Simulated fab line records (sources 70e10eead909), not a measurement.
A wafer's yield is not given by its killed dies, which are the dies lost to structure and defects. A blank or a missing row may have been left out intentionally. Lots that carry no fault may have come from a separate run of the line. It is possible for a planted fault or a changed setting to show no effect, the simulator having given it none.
2 desks looking at one fault ; flow nandHarc ; every desk sees just its own numbers, and what lay behind them comes last

AT THE METROLOGY DESK
Lot by lot, what the gauges showed, no matter which tool ran the lot: averages of those sampled wafers that carry a number. Any lot whose mean is over 4 standard deviations away from the usual mean is out of limits and marked OUT; that distance is given in the brackets.
Columns: A = cdNm at NHARC_A_CONTACT_CD_MEAS_15, usual 189.9 nm
lot;first seen here;A
L768;day 22 17:46;189.7
L770;day 23 11:18;190.7
L771;day 23 12:58;189.5
L769;day 23 15:56;189.9
L773;day 24 01:42;189.6
L772;day 24 03:43;190.5
L775;day 25 05:53;190.1
L774;day 25 12:16;190.1
L779;day 27 11:02;190.3
L784;day 29 21:15;189.8
L785;day 30 02:28;190.1
L790;day 32 02:35;189.5
This desk's verdict: no lot among the 12 shows anything out of limits.

THE TOOL OWNER'S DESK: cvdW-02
The tool's own readings at NHARC_A_CONTACT_CVD_19 (deposits W, target thk 300 nm, time 802 s): means of the sampled wafers that have a number, for each lot that ran on this tool. Any lot whose mean is over 4 standard deviations away from the usual mean is out of limits and marked OUT; that distance is given in the brackets.
Columns: A = heaterPowerW at NHARC_A_CONTACT_CVD_19, usual 446 W; B = throttleValvePct at NHARC_A_CONTACT_CVD_19, usual 8.19 %
lot;first seen here;A;B
L770;day 23 12:27;447;8.15
L771;day 23 14:14;451;8.26
L769;day 23 17:22;445;8.12
L773;day 24 03:12;463;8.14
L772;day 24 04:51;445;8.13
L775;day 25 07:10;436;8.08
L784;day 29 22:37;464;8.09
L785;day 30 03:36;465;8.12
This desk's verdict: no lot among the 8 shows anything out of limits.

TAKEN TOGETHER
Nothing out of limits was seen by the metrology desk.
The desk of the tool owner found nothing out of limits.

WHAT THE SIMULATOR HAD INSERTED
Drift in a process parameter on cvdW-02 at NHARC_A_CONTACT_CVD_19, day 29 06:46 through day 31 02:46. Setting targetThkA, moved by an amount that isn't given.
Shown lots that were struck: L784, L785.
